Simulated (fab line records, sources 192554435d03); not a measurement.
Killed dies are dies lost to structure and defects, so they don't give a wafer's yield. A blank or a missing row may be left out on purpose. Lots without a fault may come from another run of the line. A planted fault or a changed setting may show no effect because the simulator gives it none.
Chamber matching | flow n5_finfet | N5_PASSIVATION_PECVD_00 on pecvd-03: 3 sister chambers
The step deposits SiO2 from SiH4/N2O, target thk 200 nm, time 11.2 s. 16 wafers are shown with their chamber, then 8 later ones without.

WAFERS WITH THEIR CHAMBER
wafer  | chamber | showerhead_plenum_p_Torr (Torr) | heater_power_w (W) | throttle_valve_pct (%)
L075.4 | 0       | 8.33                            | 833                | 49.2
L075.5 | 1       | 8.24                            | 625                | 49.8
L075.6 | 2       | 8.38                            | 646                | 50.0
L079.1 | 1       | 8.24                            | 639                | 49.8
L079.3 | 0       | 8.34                            | 787                | 49.6
L079.6 | 0       | 8.34                            | 812                | 49.4
L081.2 | 1       | 8.23                            | 642                | 50.0
L081.3 | 2       | 8.37                            | 634                | 50.3
L081.5 | 1       | 8.26                            | 633                | 49.8
L082.3 | 2       | 8.39                            | 583                | 50.5
L082.4 | 0       | 8.35                            | 834                | 49.9
L082.5 | 1       | 8.25                            | 652                | 49.9
L083.2 | 2       | 8.39                            | 665                | 50.4
L083.5 | 0       | 8.35                            | 780                | 50.0
L083.6 | 1       | 8.24                            | 585                | 49.9
L084.2 | 2       | 8.37                            | 692                | 50.5

SIGNATURES (means of the wafers above)
reading                  | chamber 0 | chamber 1 | chamber 2 | scatter within a chamber
showerhead_plenum_p_Torr | 8.3420    | 8.2433    | 8.3800    | 0.00966
heater_power_w           | 809.20    | 629.33    | 644.00    | 30.2
throttle_valve_pct       | 49.620    | 49.867    | 50.340    | 0.224
Rule: a wafer's distance from a chamber is the root of the sum, over the readings, of the square of ((its reading less the chamber's mean) divided by the reading's scatter). The wafer belongs to the nearest chamber; if the next one is less than 2 further off, it can't be placed. The scatter: the root of (the sum of the squares of (reading less its chamber's mean) over the shown wafers, divided by (wafers less chambers)).

WAFERS WITHOUT THEIR CHAMBER
wafer  | showerhead_plenum_p_Torr (Torr) | heater_power_w (W) | throttle_valve_pct (%)
L084.3 | 8.36                            | 813                | 49.6
L084.6 | 8.25                            | 674                | 49.9
L095.2 | 8.36                            | 688                | 49.6
L095.3 | 8.25                            | 532                | 49.9
L095.4 | 8.23                            | 553                | 50.1
L097.3 | 8.38                            | 764                | 49.8
L097.5 | 8.35                            | 766                | 49.7
L097.6 | 8.23                            | 658                | 49.8

WHICH CHAMBER EACH WENT THROUGH
wafer  | from the rows above     | in truth
L084.3 | 0                       | 0
L084.6 | 1                       | 1
L095.2 | can't be placed: 2 or 0 | 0
L095.3 | 1                       | 1
L095.4 | 1                       | 1
L097.3 | can't be placed: 0 or 2 | 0
L097.5 | 0                       | 0
L097.6 | 1                       | 1
Placed correctly: 6 of 8. Can't be placed from these rows: 2 (the true chamber is among the candidates in 2). Placed wrongly: 0.
